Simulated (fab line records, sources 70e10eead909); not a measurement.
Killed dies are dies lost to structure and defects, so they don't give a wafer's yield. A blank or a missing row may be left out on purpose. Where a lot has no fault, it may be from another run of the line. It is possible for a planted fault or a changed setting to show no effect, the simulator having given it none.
Matching of chambers || flow nand-harc || NHARC_A_SGD_CUT_DEP_00 on pecvd-03: 3 sister chambers
The step deposits SiNx, target thk 50 nm. 14 wafers are shown with their chamber, then 7 later ones without.

## WAFERS WITH THEIR CHAMBER
{"wafer": "L991.4", "chamber": 0, "heater-power-w (W)": 855}
{"wafer": "L991.5", "chamber": 2, "heater-power-w (W)": 557}
{"wafer": "L991.6", "chamber": 1, "heater-power-w (W)": 882}
{"wafer": "L996.1", "chamber": 2, "heater-power-w (W)": 519}
{"wafer": "L996.3", "chamber": 1, "heater-power-w (W)": 929}
{"wafer": "L996.5", "chamber": 2, "heater-power-w (W)": 525}
{"wafer": "L999.2", "chamber": 0, "heater-power-w (W)": 809}
{"wafer": "L999.5", "chamber": 0, "heater-power-w (W)": 818}
{"wafer": "L999.6", "chamber": 2, "heater-power-w (W)": 602}
{"wafer": "L998.2", "chamber": 0, "heater-power-w (W)": 874}
{"wafer": "L998.3", "chamber": 2, "heater-power-w (W)": 615}
{"wafer": "L998.4", "chamber": 2, "heater-power-w (W)": 604}
{"wafer": "L104.3", "chamber": 0, "heater-power-w (W)": 828}
{"wafer": "L104.4", "chamber": 0, "heater-power-w (W)": 823}

SIGNATURES (averages over the wafers above)
{"reading": "heater-power-w", "chamber 0": 834.50, "chamber 1": 905.50, "chamber 2": 570.33, "scatter within a chamber": 34.6}
Rule: a wafer lies at a distance from a chamber equal to the root of the sum of squares, over the readings, of (its reading less the chamber's mean, divided by the reading's scatter). If the next closest chamber is less than 2 further off than the closest, the wafer can't be placed; otherwise it belongs to the closest. The scatter is the square root of a quotient: the sum, over the shown wafers, of each reading's squared deviation from its chamber's mean, divided by wafers minus chambers.

## WAFERS WITHOUT THEIR CHAMBER
{"wafer": "L104.6", "heater-power-w (W)": 846}
{"wafer": "L106.1", "heater-power-w (W)": 830}
{"wafer": "L106.2", "heater-power-w (W)": 698}
{"wafer": "L106.3", "heater-power-w (W)": 603}
{"wafer": "L109.2", "heater-power-w (W)": 916}
{"wafer": "L109.3", "heater-power-w (W)": 662}
{"wafer": "L109.5", "heater-power-w (W)": 831}

## CHAMBER TAKEN BY EACH
{"wafer": "L104.6", "from the rows above": "can't be placed: 0 or 1", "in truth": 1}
{"wafer": "L106.1", "from the rows above": 0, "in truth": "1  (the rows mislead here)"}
{"wafer": "L106.2", "from the rows above": "can't be placed: 2 or 0", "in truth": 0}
{"wafer": "L106.3", "from the rows above": 2, "in truth": 2}
{"wafer": "L109.2", "from the rows above": 1, "in truth": 1}
{"wafer": "L109.3", "from the rows above": 2, "in truth": 2}
{"wafer": "L109.5", "from the rows above": 0, "in truth": 0}
4 of 7 placed correctly. From these rows, 2 cannot be placed; in 2 the true chamber is one of the candidates. Number placed wrongly: 1.
